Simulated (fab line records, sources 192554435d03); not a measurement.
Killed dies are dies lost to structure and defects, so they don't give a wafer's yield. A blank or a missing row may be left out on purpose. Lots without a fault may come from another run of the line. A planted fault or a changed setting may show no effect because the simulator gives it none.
Which tool did it? | flow n5_finfet | 24 lots, 72 wafers sampled, at 4 steps of a route of 1938

WHAT THE GAUGES READ, wafer by wafer
N5_BEOL_M15_INSPECT_12: inspects for defects (macro).
lot  | measured     | on                | raw_defect_count
L074 | day 11 21:11 | defect_inspect-01 | 2 1 6
L075 | day 12 07:15 | defect_inspect-01 | 3 0 5
L078 | day 12 20:51 | defect_inspect-01 | 1 0 2
L076 | day 13 00:55 | defect_inspect-01 | 3 4 5
L081 | day 13 14:10 | defect_inspect-02 | 2 0 4
L079 | day 13 18:15 | defect_inspect-02 | 0 4 4
L080 | day 13 18:31 | defect_inspect-01 | 1 3 3
L077 | day 13 19:11 | defect_inspect-02 | 2 6 1
L082 | day 13 22:25 | defect_inspect-02 | 0 1 1
L083 | day 14 02:11 | defect_inspect-01 | 3 2 1
L084 | day 14 03:53 | defect_inspect-02 | 2 5 1
L085 | day 14 09:50 | defect_inspect-02 | 3 0 1
L086 | day 14 18:08 | defect_inspect-02 | 0 3 0
L087 | day 14 17:52 | defect_inspect-02 | 1 2 1
L088 | day 15 15:07 | defect_inspect-01 | 3 2 2
L089 | day 15 20:14 | defect_inspect-01 | 2 2 4
L091 | day 15 22:50 | defect_inspect-01 | 2 1 3
L090 | day 16 10:10 | defect_inspect-02 | 1 2 1
L093 | day 16 11:22 | defect_inspect-02 | 1 1 2
L092 | day 16 11:58 | defect_inspect-02 | 3 3 2
L094 | day 16 14:16 | defect_inspect-02 | 4 1 0
L095 | day 17 16:47 | defect_inspect-02 | 2 1 0
L097 | day 17 19:45 | defect_inspect-02 | 1 1 1
L096 | day 17 20:19 | defect_inspect-02 | 0 1 3

WHICH TOOL RAN EACH LOT (tool, then ch and the chambers of the sampled wafers, then the start)
lot  | N5_BEOL_M13_PRE_CLEAN_42     | N5_BEOL_M13_DEP_53              | N5_BEOL_M14_TRENCH_ETCH_34
L074 | pvd_sputter-01, day 11 14:48 | pecvd-04 ch 0,1,2, day 11 15:56 | rie_diel-04 ch 1,2, day 11 18:22
L075 | pvd_sputter-03, day 11 21:36 | pecvd-04 ch 0,1,2, day 11 22:55 | rie_diel-06 ch 0,1,2, day 12 01:19
L078 | pvd_sputter-02, day 12 12:52 | pecvd-01 ch 0,2, day 12 14:01   | rie_diel-04 ch 2,3, day 12 16:09
L076 | pvd_sputter-02, day 12 17:38 | pecvd-01 ch 1,2, day 12 18:46   | rie_diel-04 ch 1,2,3, day 12 20:47
L081 | pvd_sputter-02, day 13 01:31 | pecvd-01 ch 0,1,2, day 13 02:50 | rie_diel-04 ch 0,2,3, day 13 05:11
L079 | pvd_sputter-01, day 13 05:22 | pecvd-01 ch 0,2, day 13 06:30   | rie_diel-04 ch 2,3, day 13 08:46
L080 | pvd_sputter-02, day 13 05:31 | pecvd-03 ch 0,1, day 13 06:39   | rie_diel-02 ch 0,2,3, day 13 08:48
L077 | pvd_sputter-01, day 13 05:44 | pecvd-04 ch 0,1, day 13 06:55   | rie_diel-02 ch 0,1,2, day 13 09:47
L082 | pvd_sputter-02, day 13 15:25 | pecvd-03 ch 0,1, day 13 16:33   | rie_diel-06 ch 1,2,3, day 13 18:34
L083 | pvd_sputter-03, day 13 19:31 | pecvd-01 ch 0,1, day 13 20:39   | rie_diel-06 ch 0,1,2, day 13 22:50
L084 | pvd_sputter-02, day 13 19:32 | pecvd-04 ch 1,2, day 13 20:55   | rie_diel-06 ch 0,1,2, day 13 23:43
L085 | pvd_sputter-02, day 14 03:11 | pecvd-01 ch 0,2, day 14 04:19   | rie_diel-04 ch 0,1,2, day 14 06:36
L086 | pvd_sputter-01, day 14 08:24 | pecvd-04 ch 0,2, day 14 09:35   | rie_diel-06 ch 0,1,2, day 14 11:50
L087 | pvd_sputter-02, day 14 09:26 | pecvd-03 ch 1, day 14 10:35     | rie_diel-02 ch 0,3, day 14 12:59
L088 | pvd_sputter-03, day 15 08:26 | pecvd-01 ch 0,2, day 15 09:46   | rie_diel-04 ch 0,1,2, day 15 11:55
L089 | pvd_sputter-03, day 15 12:04 | pecvd-03 ch 0,1, day 15 13:12   | rie_diel-04 ch 0,3, day 15 15:20
L091 | pvd_sputter-01, day 15 15:32 | pecvd-03 ch 1,2, day 15 16:40   | rie_diel-06 ch 0,1,3, day 15 19:32
L090 | pvd_sputter-03, day 16 03:17 | pecvd-04 ch 0,1, day 16 04:25   | rie_diel-06 ch 0,1,3, day 16 06:34
L093 | pvd_sputter-02, day 16 04:44 | pecvd-01 ch 0,1,2, day 16 05:52 | rie_diel-06 ch 1,2, day 16 08:03
L092 | pvd_sputter-03, day 16 04:46 | pecvd-03 ch 0,1,2, day 16 05:55 | rie_diel-06 ch 0,1, day 16 08:44
L094 | pvd_sputter-03, day 16 05:05 | pecvd-04 ch 0,1, day 16 06:24   | rie_diel-04 ch 0,1, day 16 09:23
L095 | pvd_sputter-01, day 17 08:00 | pecvd-03 ch 1,2, day 17 09:09   | rie_diel-04 ch 2,3, day 17 11:28
L097 | pvd_sputter-01, day 17 11:09 | pecvd-03 ch 1,2, day 17 12:17   | rie_diel-02 ch 0,2, day 17 14:29
L096 | pvd_sputter-02, day 17 11:49 | pecvd-04 ch 0,1,2, day 17 13:24 | rie_diel-06 ch 0,1,3, day 17 15:44
- N5_BEOL_M13_PRE_CLEAN_42: time 30 s.
- N5_BEOL_M13_DEP_53: deposits SiCN from 3MS/NH3, target thk 50 nm, time 17.8 s.
- N5_BEOL_M14_TRENCH_ETCH_34: etches SiO2 in C4F8/O2/Ar, target depth 556.65 nm, time 126.9 s.

WHAT THE TOOLS THEMSELVES READ (means of the sampled wafers that have a number; where no wafer has one, the mark that the record gives instead)
N5_BEOL_M13_PRE_CLEAN_42.
lot  | tool           | heater_power_w (W)
L074 | pvd_sputter-01 | 332
L075 | pvd_sputter-03 | 284
L078 | pvd_sputter-02 | 365
L076 | pvd_sputter-02 | 337
L081 | pvd_sputter-02 | 368
L079 | pvd_sputter-01 | 352
L080 | pvd_sputter-02 | 396
L077 | pvd_sputter-01 | 341
L082 | pvd_sputter-02 | 336
L083 | pvd_sputter-03 | 313
L084 | pvd_sputter-02 | 332
L085 | pvd_sputter-02 | 342
L086 | pvd_sputter-01 | 339
L087 | pvd_sputter-02 | 378
L088 | pvd_sputter-03 | 283
L089 | pvd_sputter-03 | 304
L091 | pvd_sputter-01 | 362
L090 | pvd_sputter-03 | 331
L093 | pvd_sputter-02 | 342
L092 | pvd_sputter-03 | 308
L094 | pvd_sputter-03 | 306
L095 | pvd_sputter-01 | 341
L097 | pvd_sputter-01 | 367
L096 | pvd_sputter-02 | 348

N5_BEOL_M13_DEP_53.
lot  | tool     | chamber_pressure_Torr (Torr) | showerhead_plenum_p_Torr (Torr) | throttle_valve_pct (%)
L074 | pecvd-04 | 2.995                        | 4.152                           | 17.6
L075 | pecvd-04 | 2.998                        | 4.149                           | 17.8
L078 | pecvd-01 | 3.002                        | 4.166                           | 18.0
L076 | pecvd-01 | 3.007                        | 4.175                           | 17.9
L081 | pecvd-01 | 2.999                        | 4.170                           | 18.0
L079 | pecvd-01 | 2.997                        | 4.174                           | 18.0
L080 | pecvd-03 | 3.008                        | 4.174                           | 18.8
L077 | pecvd-04 | 3.008                        | 4.143                           | 18.4
L082 | pecvd-03 | 3.002                        | 4.201                           | 17.7
L083 | pecvd-01 | 2.997                        | 4.161                           | 18.1
L084 | pecvd-04 | 3.000                        | 4.145                           | 17.8
L085 | pecvd-01 | 2.998                        | 4.171                           | 18.1
L086 | pecvd-04 | 3.000                        | 4.156                           | 17.2
L087 | pecvd-03 | 3.004                        | 4.161                           | 19.5
L088 | pecvd-01 | 2.999                        | 4.163                           | 18.0
L089 | pecvd-03 | 3.001                        | 4.202                           | 17.8
L091 | pecvd-03 | 3.002                        | 4.158                           | 18.9
L090 | pecvd-04 | 3.006                        | 4.142                           | 18.5
L093 | pecvd-01 | 3.000                        | 4.160                           | 17.9
L092 | pecvd-03 | 2.998                        | 4.176                           | 17.9
L094 | pecvd-04 | 2.999                        | 4.141                           | 18.4
L095 | pecvd-03 | 3.004                        | 4.167                           | 18.1
L097 | pecvd-03 | 3.000                        | 4.161                           | 18.7
L096 | pecvd-04 | 3.000                        | 4.151                           | 17.9

N5_BEOL_M14_TRENCH_ETCH_34.
lot  | tool        | C4F8_flow_sccm (sccm) | drypump_motor_current_A (A) | oes_o_777_au (a.u.) | oes_product_au (a.u.) | rf_vpp_V (V) | showerhead_plenum_p_Torr (Torr) | throttle_valve_pct (%)
L074 | rie_diel-04 | 15.99                 | 5.9                         | 0.82                | 0.86                  | 2222         | 3.54                            | 30.81
L075 | rie_diel-06 | 15.98                 | 5.7                         | 0.74                | 0.73                  | 2198         | 3.38                            | 30.77
L078 | rie_diel-04 | 15.94                 | 5.9                         | 0.89                | 0.89                  | 2198         | 3.62                            | 30.47
L076 | rie_diel-04 | 15.98                 | 5.9                         | 0.84                | 0.86                  | 2209         | 3.58                            | 30.65
L081 | rie_diel-04 | 16.01                 | 5.9                         | 0.85                | 0.84                  | 2202         | 3.59                            | 30.65
L079 | rie_diel-04 | 15.96                 | 5.9                         | 0.88                | 0.87                  | 2198         | 3.62                            | 30.46
L080 | rie_diel-02 | 15.99                 | 6.2                         | 0.82                | 0.83                  | 2230         | 3.34                            | 30.77
L077 | rie_diel-02 | 16.02                 | 6.0                         | 0.79                | 0.80                  | 2182         | 3.38                            | 30.87
L082 | rie_diel-06 | 16.01                 | 5.7                         | 0.83                | 0.82                  | 2215         | 3.41                            | 30.77
L083 | rie_diel-06 | 16.02                 | 5.7                         | 0.81                | 0.81                  | 2199         | 3.37                            | 30.74
L084 | rie_diel-06 | 16.00                 | 5.7                         | 0.81                | 0.81                  | 2199         | 3.37                            | 30.73
L085 | rie_diel-04 | 16.04                 | 5.9                         | 0.81                | 0.80                  | 2212         | 3.54                            | 30.82
L086 | rie_diel-06 | 16.04                 | 5.7                         | 0.81                | 0.80                  | 2198         | 3.37                            | 30.74
L087 | rie_diel-02 | 16.01                 | 6.1                         | 0.74                | 0.73                  | 2222         | 3.27                            | 30.57
L088 | rie_diel-04 | 16.00                 | 5.9                         | 0.79                | 0.79                  | 2212         | 3.54                            | 30.82
L089 | rie_diel-04 | 16.01                 | 5.9                         | 0.86                | 0.86                  | 2204         | 3.61                            | 30.49
L091 | rie_diel-06 | 16.02                 | 6.2                         | 0.72                | 0.72                  | 2237         | 3.42                            | 30.78
L090 | rie_diel-06 | 16.00                 | 6.2                         | 0.72                | 0.71                  | 2238         | 3.41                            | 30.78
L093 | rie_diel-06 | 16.05                 | 5.4                         | 0.80                | 0.79                  | 2190         | 3.32                            | 30.70
L092 | rie_diel-06 | 16.03                 | 6.0                         | 0.72                | 0.71                  | 2213         | 3.34                            | 30.69
L094 | rie_diel-04 | 15.99                 | 5.9                         | 0.79                | 0.79                  | 2219         | 3.53                            | 30.81
L095 | rie_diel-04 | 15.99                 | 5.9                         | 0.84                | 0.83                  | 2196         | 3.60                            | 30.50
L097 | rie_diel-02 | 16.00                 | 5.8                         | 0.92                | 0.91                  | 2200         | 3.27                            | 30.63
L096 | rie_diel-06 | 16.01                 | 6.2                         | 0.71                | 0.71                  | 2237         | 3.41                            | 30.81

THE ANSWER, worked out from the rows above alone
Rule: what is usual is taken from the lots themselves. Put in order of their means at a reading, lots are off if they are a third of the lots or fewer, leave a main group of 4 or more, and stand apart from it by a gap of 3 or more times the standard deviation of the main group's means; of several such gaps the widest counts. A main group whose means are all the same, to the digits that the tables above print for the reading, isn't used. A lot without any number at a reading at which 4 lots or more have one is off too. The other lots that the step has rows for count as sound. The gauges are gone through in route order, then the tools' own readings, and for those a lot's mean is taken as printed above. The first step at which some lot is off is used, and at that step the reading that is off furthest; a lot without a number counts as furthest.
No lot is off at any reading shown: from this, nothing can be told.

WHAT THE SIMULATOR HAD PUT IN
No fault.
